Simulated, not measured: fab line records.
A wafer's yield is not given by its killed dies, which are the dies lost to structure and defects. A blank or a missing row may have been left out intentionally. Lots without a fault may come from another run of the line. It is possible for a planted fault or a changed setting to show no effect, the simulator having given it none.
Lot-split experiment + flow n5_finfet + 21 wafers read from 7 lots, route of 1938 steps

## THE SPLIT
At N5_BEOL_M1_ETCH_64 (etches SOC in N2/H2, target depth 75 nm, overetch 15 nm, time 112.5 s), the setting time_s was moved away from the recipe's 112.5 s on 8 of the 21 wafers read, by -22.5% to +21.2%. For the rest of the wafers, this setting stayed at what the recipe calls for.

The reading is taken at the split's own step.

## THE READING
SiARC_of_BEOL_M1_COAT_62.thk_nm (the simulator's own value, which no gauge read), in nm, at N5_BEOL_M1_ETCH_64 (etches SOC in N2/H2, target depth 75 nm, overetch 15 nm, time 112.5 s). No usual value for it is given in the file. Average 6.8 nm, standard deviation 0.14 nm, over the 13 wafers here run with the recipe.

| wafer  | tool, chamber at the split | time_s as run, s | against the recipe | SiARC_of_BEOL_M1_COAT_62.thk_nm, nm | against lot-mates on the recipe |
|--------|----------------------------|------------------|--------------------|-------------------------------------|---------------------------------|
| L074.1 | rie_diel-05, 0             | 124.2            | +10.4%             | 6                                   | -1.0                            |
| L074.2 | rie_diel-05, 1             | 112.5            | recipe             | 6.8                                 | -                               |
| L074.5 | rie_diel-05, 2             | 112.5            | recipe             | 7.2                                 | -                               |
| L076.1 | rie_diel-02, 1             | 88.46            | -21.4%             | 7.8                                 | +1.0                            |
| L076.4 | rie_diel-02, 2             | 88.46            | -21.4%             | 8                                   | +1.2                            |
| L076.5 | rie_diel-02, 2             | 112.5            | recipe             | 6.8                                 | -                               |
| L079.2 | rie_diel-02, 2             | 112.5            | recipe             | 6.8                                 | -                               |
| L079.5 | rie_diel-02, 2             | 112.5            | recipe             | 6.8                                 | -                               |
| L079.3 | rie_diel-02, 0             | 112.5            | recipe             | 6.6                                 | -                               |
| L086.2 | rie_diel-02, 3,2           | 112.5            | recipe             | 6.8                                 | -                               |
| L086.5 | rie_diel-02, 3,2           | 112.5            | recipe             | 6.8                                 | -                               |
| L086.3 | rie_diel-02, 2             | 87.21            | -22.5%             | 7.8                                 | +1.0                            |
| L087.1 | rie_diel-01, 1             | 112.5            | recipe             | 7                                   | -                               |
| L087.2 | rie_diel-01, 3             | 104              | -7.6%              | 7                                   | +0.0                            |
| L087.6 | rie_diel-01, 3             | 104              | -7.6%              | 7.2                                 | +0.2                            |
| L090.3 | rie_diel-01, 0,0,3         | 112.5            | recipe             | 6.8                                 | -                               |
| L090.5 | rie_diel-01, 0,0,3         | 112.5            | recipe             | 6.8                                 | -                               |
| L090.6 | rie_diel-01, 0,0,3         | 112.5            | recipe             | 6.8                                 | -                               |
| L094.1 | rie_diel-01, 2             | 136.4            | +21.2%             | 5.6                                 | -1.4                            |
| L094.3 | rie_diel-01, 1             | 112.5            | recipe             | 7                                   | -                               |
| L094.6 | rie_diel-01, 0             | 136.4            | +21.2%             | 5.8                                 | -1.2                            |
If several chambers appear in one row, that row covers several wafers at once and the file leaves open which wafer was in which chamber.

THE FIT
A straight line over all 21 wafers: SiARC_of_BEOL_M1_COAT_62.thk_nm changes by -0.0507 nm for each +1% of time_s; r = -0.97; the points scatter about the line by 0.15 nm.
The same after taking each lot's own level away (the mean of its wafers on the recipe; 21 wafers): -0.0546 nm for each +1%; r = -0.97; scatter 0.16 nm.
According to that fit, moving time_s by its largest amount changes the reading by 1.2 nm.
The span of the lots' own levels, 6.73 to 7.00 nm, comes to 1.9 times the standard deviation stated above.
The two slopes agree, so the slope changes little with the lot-to-lot level.
Check: +1.19 nm against its lot-mates is what the line predicts for one of the wafers moved furthest among these (-22.5%) when that wafer is left out of the fit. Against them it came out at +1 nm.

## THE OTHER SPLITS THESE WAFERS WENT THROUGH
These wafers also went through other splits before the reading. Each is held against what the fit with the lots' levels taken away leaves over:
| other split on the same wafers     | wafers away from the commonest value | r with SiARC_of_BEOL_M1_COAT_62.thk_nm (lot level and that fit taken away) |
|------------------------------------|--------------------------------------|----------------------------------------------------------------------------|
| N5_BEOL_M0_SAQP_CUT_ETCH_46 time_s | 8                                    | +0.18                                                                      |

## THE FILE'S OWN FIT
SiARC_of_BEOL_M1_COAT_62.thk_nm changes by -0.0537 nm for each +1% of time_s, r = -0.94.
